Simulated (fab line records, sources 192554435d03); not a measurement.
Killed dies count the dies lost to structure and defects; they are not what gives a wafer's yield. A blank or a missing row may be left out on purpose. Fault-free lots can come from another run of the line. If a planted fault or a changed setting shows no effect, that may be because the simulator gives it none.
Matching of chambers || flow n5_finfet || ald_sin-04 running N5_GATE_CUT_SAC_CAP_01: 4 sister chambers
The step material SiNx, target thk 24 nm, pulse time 1 s, ald cycles 480. 8 wafers are shown with their chamber, then 9 later ones without.

== EACH WAFER AND ITS CHAMBER ==
{"wafer": "L084.1", "chamber": 2, "heater_power_w (W)": 966, "precursor_pulse_height_rel": 0.995}
{"wafer": "L085.6", "chamber": 1, "heater_power_w (W)": 894, "precursor_pulse_height_rel": 0.997}
{"wafer": "L086.3", "chamber": 3, "heater_power_w (W)": 1014, "precursor_pulse_height_rel": 0.986}
{"wafer": "L086.4", "chamber": 0, "heater_power_w (W)": 766, "precursor_pulse_height_rel": 1.023}
{"wafer": "L086.5", "chamber": 0, "heater_power_w (W)": 761, "precursor_pulse_height_rel": 0.995}
{"wafer": "L088.1", "chamber": 1, "heater_power_w (W)": 908, "precursor_pulse_height_rel": 1.016}
{"wafer": "L088.3", "chamber": 2, "heater_power_w (W)": 941, "precursor_pulse_height_rel": 0.995}
{"wafer": "L088.6", "chamber": 3, "heater_power_w (W)": 1012, "precursor_pulse_height_rel": 0.997}

== WAFERS WITHOUT THEIR CHAMBER ==
{"wafer": "L089.1", "heater_power_w (W)": 935, "precursor_pulse_height_rel": 1.005}
{"wafer": "L089.3", "heater_power_w (W)": 782, "precursor_pulse_height_rel": 0.990}
{"wafer": "L089.5", "heater_power_w (W)": 948, "precursor_pulse_height_rel": 0.990}
{"wafer": "L091.1", "heater_power_w (W)": 896, "precursor_pulse_height_rel": 0.993}
{"wafer": "L091.5", "heater_power_w (W)": 1014, "precursor_pulse_height_rel": 1.011}
{"wafer": "L091.6", "heater_power_w (W)": 930, "precursor_pulse_height_rel": 0.978}
{"wafer": "L097.4", "heater_power_w (W)": 946, "precursor_pulse_height_rel": 1.020}
{"wafer": "L097.5", "heater_power_w (W)": 784, "precursor_pulse_height_rel": 1.020}
{"wafer": "L097.6", "heater_power_w (W)": 925, "precursor_pulse_height_rel": 0.996}

== THE CHAMBER EACH PASSED THROUGH ==
{"wafer": "L089.1", "from the rows above": "can't be placed: 2 or 1", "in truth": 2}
{"wafer": "L089.3", "from the rows above": 0, "in truth": 0}
{"wafer": "L089.5", "from the rows above": 2, "in truth": 2}
{"wafer": "L091.1", "from the rows above": 1, "in truth": 1}
{"wafer": "L091.5", "from the rows above": 3, "in truth": 3}
{"wafer": "L091.6", "from the rows above": "can't be placed: 2 or 1", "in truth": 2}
{"wafer": "L097.4", "from the rows above": 2, "in truth": 2}
{"wafer": "L097.5", "from the rows above": 0, "in truth": 0}
{"wafer": "L097.6", "from the rows above": "can't be placed: 1 or 2", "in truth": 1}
Correct placement for 6 of the 9. These rows do not allow placing 3 (true chamber among the candidates in 3). 0 placed wrongly.
How it was worked out, from the rows above alone: a wafer's distance from a chamber is the root of the sum, over the readings, of the square of ((its reading less the chamber's mean) divided by the reading's scatter). If the next closest chamber is less than 2 further off than the closest, the wafer can't be placed; otherwise it belongs to the closest. A chamber's mean is the mean of its shown wafers. The scatter: take each reading less its chamber's mean, square it, sum over the shown wafers, divide by the number of wafers less the number of chambers, and take the root.
